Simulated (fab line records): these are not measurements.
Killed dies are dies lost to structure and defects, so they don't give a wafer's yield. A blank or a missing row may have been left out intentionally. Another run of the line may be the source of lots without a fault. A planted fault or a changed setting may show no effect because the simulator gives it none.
8D (eight disciplines) problem report, filled in by code | flow nand-harc | the parts of the form that need people (team, actions taken, sign-off) are left out

1. WHAT IS WRONG
raw-defect-count at NHARC_A_CHANNEL_HOLE_D1_INSPECT_40 reads a mean of 692 on 6 wafers of 2 lots; wafers without a fault read 68 with a standard deviation of 27. Measured from the usual mean, that is +23 standard deviations.
The first sign was on wafer L317.2 at day 11 06:59, on defect-inspect-01. The record holds 33 wafers of 11 lots with a number at this step. The rule behind "out" and "out of limits": a value lying over 4 standard deviations away from the usual mean. All remaining wafers that have a number are taken as sound.

2. WHAT IT IS AND WHAT IT IS NOT
question                    | is                     | is not
which readings at this step | raw-defect-count       | -
which lots                  | L317, L319             | L312, L314, L315, L326, L328, L329, L332, L333, L334
which wafers of those lots  | all that have a number | -
read on which gauges        | defect-inspect-01      | defect-inspect-02
when                        | from day 11 06:59      | up to then (9 sound wafers); but 18 sound wafers of L326, L328, L329, L332, L333, L334 came after

3. SUSPECTS, AND WHAT RULES EACH OUT
Counting: a tool stays on the suspect list if, at a process step up to the reading, it processed all lots that are out and no sound lot following the first of them.
- the gauge at NHARC_A_CHANNEL_HOLE_D1_INSPECT_40: kept. All the wafers that are out were read on defect-inspect-01, and no step on other tools shows them out.
- har-etch-02 at NHARC_A_CHANNEL_HOLE_D1_ETCH_19 (etches the open film in C4F8/O2/Ar, time 34.5 s): ruled out as a lasting fault. After its first lot that is out, L317 (day 11 01:16), sound lots L326, L328, L332, L333, L334 ran on it.
- har-etch-02 at NHARC_A_CHANNEL_HOLE_D1_ETCH_24 (etches the open film in C4F8/O2/Ar, time 906.2 s, target depth 1500 nm): ruled out as a lasting fault. After its first lot that is out, L317 (day 11 03:25), sound lots L326, L328, L332, L333, L334 ran on it.
- har-etch-02 at NHARC_A_CHANNEL_HOLE_D1_ETCH_33 (etches the open film in C4F8/O2/Ar, time 90 s, target depth 400 nm): ruled out as a lasting fault. After its first lot that is out, L317 (day 11 05:16), sound lots L326, L328, L332, L333, L334 ran on it.
Remaining after the count: defect-inspect-01 at NHARC_A_CHANNEL_HOLE_D1_INSPECT_40.

4. THE CAUSE (what the simulator had put in)
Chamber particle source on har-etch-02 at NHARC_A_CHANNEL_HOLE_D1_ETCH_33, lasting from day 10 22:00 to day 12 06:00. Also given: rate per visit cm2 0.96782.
Counting ruled it out, wrongly: the rule takes a fault to strike every lot that its tool runs from its start on, and this one did not.

5. THE CHAIN OF EFFECTS, in route order
Each row: a reading where the mean over the struck wafers with a number is more than 3 standard deviations away from the usual. Only readings for which the record gives a usual standard deviation are gone through. hours: the time from each lot's start at the first step in this table that gives one to its start at this step, as a median over the lots. sigmas: the change in usual standard deviations.
hours | step                               | reading          | usual | on struck wafers | change | sigmas
0     | NHARC_A_CHANNEL_HOLE_D1_INSPECT_40 | raw-defect-count | 68    | 692              | +624   | +23
369   | NHARC_END_SORT_01                  | killed-at-array  | 55    | 121              | +66    | +3.3
369   | NHARC_END_SORT_01                  | killed-dies      | 60    | 125              | +65    | +3.1

6. HOW IT WOULD HAVE BEEN CAUGHT EARLIER
9 hours passed between the start of the fault at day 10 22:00 and the first reading out of limits at a measuring or inspecting step in this record, taken at day 11 06:59.
Tool readings at NHARC_A_CHANNEL_HOLE_D1_ETCH_33 with a usual standard deviation given in the record: none out on any struck wafer, hence no alarm at a limit of 4 standard deviations on them.
